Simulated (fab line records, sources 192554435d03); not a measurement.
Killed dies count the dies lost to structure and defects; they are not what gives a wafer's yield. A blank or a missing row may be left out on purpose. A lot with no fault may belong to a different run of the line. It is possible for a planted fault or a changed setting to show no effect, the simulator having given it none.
Which tool did it? :: flow n5-finfet :: 10 lots, 28 wafers sampled, at 2 steps of a route of 1938

WHAT EACH GAUGE READ, for each wafer
N5_FIN_SAQP_OVL_MEAS_17.
lot: L389
measured: day 3 15:58
on: overlay-02
FIN_CORE_OVL (nm): -0.2 -0.1 -1.8

lot: L391
measured: day 4 04:57
on: overlay-02
FIN_CORE_OVL (nm): -1.8 -0.5 -1.0

lot: L392
measured: day 4 09:51
on: overlay-01
FIN_CORE_OVL (nm): -1.1 -0.8 -0.8

lot: L395
measured: day 5 07:13
on: overlay-02
FIN_CORE_OVL (nm): -0.5 -0.4

lot: L398
measured: day 5 23:32
on: overlay-01
FIN_CORE_OVL (nm): 1.1 0.7

lot: L399
measured: day 6 03:44
on: overlay-02
FIN_CORE_OVL (nm): -0.4 -0.3 -1.0

lot: L402
measured: day 6 22:10
on: overlay-01
FIN_CORE_OVL (nm): -0.2 -0.9 1.2

lot: L403
measured: day 7 05:31
on: overlay-02
FIN_CORE_OVL (nm): -1.1 -1.2 -1.1

lot: L404
measured: day 7 09:19
on: overlay-01
FIN_CORE_OVL (nm): -0.7 -0.9 -0.6

lot: L405
measured: day 7 19:13
on: overlay-01
FIN_CORE_OVL (nm): -1.1 0.2 -0.6

WHAT TOOL EACH LOT RAN ON (gives the tool, then ch and the chambers of the sampled wafers, and finally the start)
lot: L389
N5_FIN_SAQP_PECVD_48: pecvd-01 ch 0,1,2, day 3 15:27

lot: L391
N5_FIN_SAQP_PECVD_48: pecvd-01 ch 0,2, day 4 04:15

lot: L392
N5_FIN_SAQP_PECVD_48: pecvd-01 ch 0,1,2, day 4 09:19

lot: L395
N5_FIN_SAQP_PECVD_48: pecvd-01 ch 1,2, day 5 06:28

lot: L398
N5_FIN_SAQP_PECVD_48: pecvd-01 ch 0,2, day 5 22:52

lot: L399
N5_FIN_SAQP_PECVD_48: pecvd-03 ch 0,2, day 6 03:04

lot: L402
N5_FIN_SAQP_PECVD_48: pecvd-03 ch 1,2, day 6 21:31

lot: L403
N5_FIN_SAQP_PECVD_48: pecvd-03 ch 0,2, day 7 04:59

lot: L404
N5_FIN_SAQP_PECVD_48: pecvd-02 ch 0,1, day 7 08:40

lot: L405
N5_FIN_SAQP_PECVD_48: pecvd-02 ch 0,1,2, day 7 18:34
- N5_FIN_SAQP_PECVD_48: deposits SiNx from SiH4/NH3/N2, target thk 25 nm, time 22.1 s.

THE ANSWER, worked out from the rows above alone
Rule: the usual values come from the lots themselves. Put in order of their means at a reading, lots are off if they are a third of the lots or fewer, leave a main group of 4 or more, and stand apart from it by a gap of 3 or more times the standard deviation of the main group's means; of several such gaps the widest counts. A main group whose means are all the same, to the digits that the tables above print for the reading, isn't used. A lot without any number at a reading at which 4 lots or more have one is off too. Where the step has rows for the other lots, those lots are counted as sound.
No lot is off on any of the readings shown, so nothing can be concluded from this.

WHAT HAD BEEN PUT IN BY THE SIMULATOR
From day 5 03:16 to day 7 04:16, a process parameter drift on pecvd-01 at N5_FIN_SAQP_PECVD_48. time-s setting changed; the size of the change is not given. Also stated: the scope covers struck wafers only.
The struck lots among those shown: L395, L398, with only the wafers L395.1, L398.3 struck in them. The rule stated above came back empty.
